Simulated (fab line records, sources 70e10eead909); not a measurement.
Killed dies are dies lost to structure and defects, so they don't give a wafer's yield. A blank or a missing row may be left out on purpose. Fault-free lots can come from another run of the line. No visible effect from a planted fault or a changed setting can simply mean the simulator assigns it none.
Matching of chambers	flow nand-harc	3 sister chambers for NHARC_A_M1_DEP_00 on pecvd-04
The step deposits SiOC, target thk 182.5 nm. 3 wafers are shown with their chamber, then 8 later ones without.

== WAFERS, EACH WITH ITS CHAMBER ==
wafer	chamber	showerhead-vpp-V (V)
L954.2	1	1448
L955.4	2	1378
L969.2	0	1484

== WAFERS WITH NO CHAMBER GIVEN ==
wafer	showerhead-vpp-V (V)
L969.5	1407
L969.6	1454
L967.1	1522
L967.4	1448
L967.6	1501
L970.1	1378
L970.3	1491
L970.4	1374

== WHICH CHAMBER EACH ONE RAN IN ==
wafer	from the rows above	in truth
L969.5	can't be placed: 2 or 1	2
L969.6	can't be placed: 1 or 0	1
L967.1	can't be placed: 0 or 1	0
L967.4	can't be placed: 1 or 0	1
L967.6	can't be placed: 0 or 1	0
L970.1	2	2
L970.3	can't be placed: 0 or 1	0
L970.4	2	2
Correct placement for 2 of the 8. Not placeable from these rows: 6 (in 6, the candidates include the true chamber). Number placed wrongly: 0.
How it was worked out, from the rows above alone: a wafer's distance from a chamber is the root of the sum, over the readings, of the square of ((its reading less the chamber's mean) divided by the reading's scatter). The wafer belongs to the nearest chamber; if the next one is less than 2 further off, it can't be placed. A chamber's mean is the mean of its shown wafers. The scatter (one wafer shown for each chamber): square how far every hidden wafer sits from the nearest shown wafer, average those squares and take the square root.
